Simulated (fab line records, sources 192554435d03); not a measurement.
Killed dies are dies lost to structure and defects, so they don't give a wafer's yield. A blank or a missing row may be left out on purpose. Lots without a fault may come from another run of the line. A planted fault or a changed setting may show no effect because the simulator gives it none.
fab line records | flow n5_finfet
record lots=7 wafers=21
route steps=1938 shown PASSIVATION@1931
start_h: hours from the record's first day to the start of the lot's first wafer shown | wait_h: hours since the lot's step before | " the same as in the row above | L1.1+2: a row that stands for several wafers | - no value, or no start given | * or withheld: withheld | < > ~ a bound
route shown NAME@n: a module of which the file shows steps, and the number in the route of the first | usual: mean/standard deviation of fault-free wafers | same: alike in all rows | chamber/n: place in a boat | sites: the reading at each site | _std_site: their standard deviation | _edge_site: outer sites' mean less inner sites' | radius_mm: how far each site lies from the wafer's centre | mask NAME#n: copy n | behind: the tool/chamber that last shaped the wafer | hold: why the lot was held/for how many hours/how that ended | device: the transistor (n, p or np) that didn't switch | end of line: the same wafers' tests at the end of the route | a step without rows: its recipe alone | killed: dies lost to structure and defects at the first sort, not the wafer's yield | map: a wafer's dies, x killed, . not, _ none there
set.NAME: the setting as run; set.NAME@STEP: as run at that earlier step | model.NAME: the simulator's own value behind a step, which no gauge read
lots whose settings were changed on purpose; a table a step, a row a wafer
## steps
# step N5_PASSIVATION_STRIP_48
# recipe chemistry=O2 power_w=600 temp_c=60 pressure_mtorr=30 rf_frequency_hz=6e+07 bias_power_w=0 overash_fraction=0.5 o2_flow_sccm=225
# columns lot.wafer tool chamber start_h wait_h set.temp_c
L082.4 rie_diel-03 2 329.22 0.1 60
L082.5+6 " 3,2 " " 62.34
L088.2+3+5 rie_diel-01 3,1,3 351.21 0.1 60
L092.3 rie_diel-03 0 376.05 0.1 61.01
L092.4+6 " 2,1 " " 60
L091.1 rie_diel-01 3 379.51 0.1 56.91
L091.4+6 " 1 " " 60
L090.2+4+6 rie_diel-06 0,3,0 383.44 0.1 60
L095.1 rie_diel-06 1 408.06 0.1 57.77
L095.2+5 " 2,0 " " 60
L096.1+3+5 rie_diel-06 0,1,2 445.32 0.1 60
# step N5_PASSIVATION_STRIP_52
# recipe chemistry=post_etch_residue_remover time_s=1200 temp_c=72.5
# step N5_PASSIVATION_CLEAN_71
# recipe chemistry=IPA time_s=180 temp_c=25
# step N5_PASSIVATION_SRD_72
# recipe dry=ipa_marangoni time_s=30 temp_c=23 rinse_liquid=diw
# step N5_PASSIVATION_ANNEAL_56
# recipe temp_c=400 time_s=1800 ambient=FGA idle_temp_c=300 ramp_up_c_per_min=5 ramp_down_c_per_min=3
# step N5_PASSIVATION_PROBE_49
# usual killed_at_M0_to_M3=33/11 killed_at_M4_up=13/5.2 killed_at_contacts=11/5.7 killed_at_front_end=39/11 killed_at_other=4/3 killed_dies=101/20 killed_open=66/15 killed_short=33/8.4
# same gross_dies=1180 killed_at_back_side=0
# columns lot.wafer tool chamber start_h wait_h set.time_s@PASSIVATION_DESCUM_32 killed_at_M0_to_M3 killed_at_M4_up killed_at_contacts killed_at_front_end killed_at_other killed_dies killed_open killed_short
L082.4 prober-02 - 331.87 0.2 7.9 52 12 8 26 4 102 47 20
L082.5 prober-02 - 331.92 0.2 7.9 43 9 6 36 2 96 56 20
L082.6 prober-02 - 331.97 0.3 7.9 31 12 14 20 0 77 57 16
L088.2 prober-01 - 354.15 0.1 7.9 35 21 13 57 3 129 86 40
L088.3 prober-01 - 354.20 0.1 7.9 32 9 21 32 5 99 62 37
L088.5 prober-01 - 354.30 0.2 7.9 40 13 6 39 3 101 68 33
L092.3 prober-01 - 378.64 0.1 7.9 1100 21 9 33 2 1165 51 32
L092.4 prober-01 - 378.69 0.2 7.9 1096 21 9 28 8 1162 61 51
L092.6 prober-01 - 378.79 0.3 8.933 1096 11 12 46 2 1167 61 34
L091.1 prober-02 - 382.02 0.0 8.91 38 14 3 54 1067 1176 62 46
L091.4 prober-02 - 382.17 0.2 8.91 42 13 4 39 2 100 63 36
L091.6 prober-02 - 382.27 0.3 7.9 818 8 8 36 309 1179 62 33
L090.2 prober-02 - 385.98 0.1 6.31 13 16 14 41 6 90 53 37
L090.4 prober-02 - 386.08 0.2 6.31 25 25 11 33 806 900 59 30
L090.6 prober-02 - 386.18 0.3 7.9 30 13 3 50 794 890 69 30
L095.1 prober-02 - 410.60 0.0 7.9 77 13 9 57 1010 1166 71 41
L095.2 prober-02 - 410.65 0.1 7.051 25 11 20 40 1077 1173 71 25
L095.5 prober-02 - 410.80 0.2 7.9 27 13 16 15 9 80 60 19
L096.1 prober-02 - 447.81 0.0 7.379 104 14 12 39 6 175 56 34
L096.3 prober-02 - 447.91 0.1 7.9 77 11 13 73 144 318 76 25
L096.5 prober-02 - 448.01 0.2 7.9 23 17 21 22 2 85 49 32
# killed by level:class
L082.4 BEOL_M3:area_expose=31 MOL_CONTACT_COAG:geometric_particle:open=8 FIN_SAQP:geometric_particle:short=7 BEOL_M3:geometric_particle:open=6 BEOL_M1:geometric_particle:open=5 STI_FIN_REVEAL:geometric_particle:open=4 DUMMY_GATE:geometric_particle:open=3 BEOL_M3:geometric_particle:short=3
L082.5 BEOL_M3:area_expose=16 DUMMY_GATE:geometric_particle:open=8 BEOL_M3:geometric_particle:open=8 FIN_SAQP:geometric_particle:open=5 STI_FIN_REVEAL:geometric_particle:open=5 BEOL_M0_SAQP:geometric_particle:open=5 BEOL_M1:geometric_particle:open=5 FIN_SAQP:geometric_particle:short=4
L082.6 BEOL_M3:geometric_particle:open=13 MOL_CONTACT_COAG:geometric_particle:open=11 BEOL_M2:geometric_particle:open=6 DUMMY_GATE:geometric_particle:open=5 BEOL_M8:geometric_particle:open=4 MOL_CONTACT_COAG:geometric_particle:short=3 BEOL_M4:geometric_particle:open=3 STARTING-WAFER:geometric_particle:open=3
L088.2 STI_FIN_REVEAL:geometric_particle:open=21 BEOL_M4:geometric_particle:open=11 MOL_CONTACT_COAG:geometric_particle:open=9 BEOL_M2:geometric_particle:open=9 BEOL_M0_SAQP:geometric_particle:open=8 STI_FIN_REVEAL:geometric_particle:short=7 BEOL_M1:geometric_particle:open=6 FIN_SAQP:geometric_particle:short=5
L088.3 MOL_CONTACT_COAG:geometric_particle:open=16 STI_FIN_REVEAL:geometric_particle:open=9 GATE_CUT:geometric_particle:short=9 BEOL_M3:geometric_particle:open=8 MOL_CONTACT_COAG:geometric_particle:short=5 BEOL_M0_SAQP:geometric_particle:short=5 BEOL_M0_SAQP:geometric_particle:open=5 GATE_CUT:geometric_particle:open=4
L088.5 BEOL_M3:geometric_particle:open=13 FIN_SAQP:geometric_particle:open=8 GATE_CUT:geometric_particle:open=6 MOL_CONTACT_COAG:geometric_particle:open=6 BEOL_M0_SAQP:geometric_particle:open=6 BEOL_M4:geometric_particle:open=6 BEOL_M2:geometric_particle:short=5 GATE_CUT:geometric_particle:short=5
L092.3 BEOL_M3:area_expose=1078 FIN_SAQP:geometric_particle:short=9 FIN_SAQP:geometric_particle:open=9 BEOL_M2:geometric_particle:open=8 MOL_CONTACT_COAG:geometric_particle:open=7 BEOL_M4:geometric_particle:open=7 GATE_CUT:geometric_particle:short=4 BEOL_M0_SAQP:geometric_particle:open=4
L092.4 BEOL_M3:area_expose=1036 BEOL_M0_SAQP:geometric_particle:short=18 BEOL_M4:geometric_particle:open=11 STI_FIN_REVEAL:geometric_particle:open=9 BEOL_M0_SAQP:area_ald=9 BEOL_M0_SAQP:geometric_particle:open=8 STARTING-WAFER:geometric_particle:short=7 MOL_CONTACT_COAG:geometric_particle:open=6
L092.6 BEOL_M3:area_expose=1054 STI_FIN_REVEAL:geometric_particle:open=12 BEOL_M0_SAQP:area_ald=12 MOL_CONTACT_COAG:geometric_particle:open=10 FIN_SAQP:geometric_particle:short=8 BEOL_M3:geometric_particle:open=6 BEOL_M0_SAQP:geometric_particle:short=6 HKMG_FIN:area_etch=6
L091.1 MIM_TOP:area_sputter=1065 BEOL_M0_SAQP:geometric_particle:short=17 BEOL_M0_SAQP:geometric_particle:open=12 FIN_SAQP:geometric_particle:open=9 GATE_CUT:geometric_particle:short=9 FIN_SAQP:geometric_particle:short=8 GATE_CUT:geometric_particle:open=8 BEOL_M4:geometric_particle:open=7
L091.4 GATE_CUT:geometric_particle:short=10 BEOL_M0_SAQP:geometric_particle:open=9 BEOL_M1:geometric_particle:open=9 FIN_SAQP:geometric_particle:open=8 BEOL_M0_SAQP:geometric_particle:short=8 BEOL_M2:geometric_particle:open=8 FIN_SAQP:geometric_particle:short=5 GATE_CUT:geometric_particle:open=5
L091.6 BEOL_M3:area_expose=774 MIM_TOP:area_sputter=308 BEOL_M0_SAQP:geometric_particle:open=15 BEOL_M0_SAQP:geometric_particle:short=11 FIN_SAQP:geometric_particle:short=8 MOL_CONTACT_COAG:geometric_particle:open=7 BEOL_M2:geometric_particle:open=6 FIN_SAQP:geometric_particle:open=5
L090.2 FIN_SAQP:geometric_particle:short=12 STI_FIN_REVEAL:geometric_particle:open=12 MOL_CONTACT_COAG:geometric_particle:open=10 FIN_SAQP:geometric_particle:open=5 BEOL_M5:geometric_particle:open=5 BEOL_M4:geometric_particle:short=4 GATE_CUT:geometric_particle:short=4 MOL_CONTACT_COAG:geometric_particle:short=4
L090.4 MIM_TOP:area_sputter=802 STI_FIN_REVEAL:geometric_particle:open=9 BEOL_M7:area_etch=9 MOL_CONTACT_COAG:geometric_particle:open=8 FIN_SAQP:geometric_particle:open=7 FIN_SAQP:geometric_particle:short=6 BEOL_M3:geometric_particle:open=6 BEOL_M2:geometric_particle:open=5
L090.6 MIM_TOP:area_sputter=791 FIN_SAQP:geometric_particle:open=14 FIN_SAQP:geometric_particle:short=9 DUMMY_GATE:geometric_particle:open=9 BEOL_M2:geometric_particle:open=8 STI_FIN_REVEAL:geometric_particle:open=7 BEOL_M0_SAQP:geometric_particle:open=5 BEOL_M4:geometric_particle:open=5
L095.1 MIM_TOP:area_sputter=995 BEOL_M3:area_expose=53 STI_FIN_REVEAL:geometric_particle:open=22 FIN_SAQP:geometric_particle:short=7 MOL_CONTACT_COAG:geometric_particle:open=7 BEOL_M4:geometric_particle:open=7 DUMMY_GATE:geometric_particle:open=6 BEOL_M0_SAQP:geometric_particle:short=6
L095.2 MIM_TOP:area_sputter=1074 MOL_CONTACT_COAG:geometric_particle:open=16 STI_FIN_REVEAL:geometric_particle:open=12 BEOL_M2:geometric_particle:open=9 DUMMY_GATE:geometric_particle:open=7 ILD0:geometric_particle:open=5 BEOL_M4:geometric_particle:open=4 STARTING-WAFER:geometric_particle:open=4
L095.5 MOL_CONTACT_COAG:geometric_particle:open=14 BEOL_M1:geometric_particle:open=8 BEOL_M0_SAQP:geometric_particle:open=7 STI_FIN_REVEAL:geometric_particle:open=5 BEOL_M2:geometric_particle:open=5 DUMMY_GATE:geometric_particle:open=3 BEOL_M0_SAQP:geometric_particle:short=3 BEOL_M4:geometric_particle:open=3
L096.1 BEOL_M3:area_expose=80 FIN_SAQP:geometric_particle:open=10 MOL_CONTACT_COAG:geometric_particle:open=10 FIN_SAQP:geometric_particle:short=9 STI_FIN_REVEAL:geometric_particle:open=7 BEOL_M3:geometric_particle:short=5 BEOL_M4:geometric_particle:open=5 BEOL_M2:geometric_particle:open=4
L096.3 MIM_TOP:area_sputter=143 BEOL_M3:area_expose=58 FIN_SAQP:geometric_particle:open=23 MOL_CONTACT_COAG:geometric_particle:open=13 STI_FIN_REVEAL:geometric_particle:open=10 HKMG_FIN:area_etch=8 FIN_SAQP:geometric_particle:short=7 DUMMY_GATE:geometric_particle:open=6
L096.5 MOL_CONTACT_COAG:geometric_particle:open=18 BEOL_M0:geometric_particle:short=7 FIN_SAQP:geometric_particle:short=5 FIN_SAQP:geometric_particle:open=4 STARTING-WAFER:geometric_particle:short=4 MOL_CONTACT_COAG:geometric_particle:short=3 BEOL_M0_SAQP:geometric_particle:short=3 BEOL_M3:geometric_particle:open=3
## key
split step=N5_PASSIVATION_STRIP_48 setting=temp_c stated=60 by=wafer
response none clear
split outside_this_file step=N5_PASSIVATION_DESCUM_32 setting=time_s
# split outside_this_file: this setting was split too, and the file shows its column; the key of that split is in another file
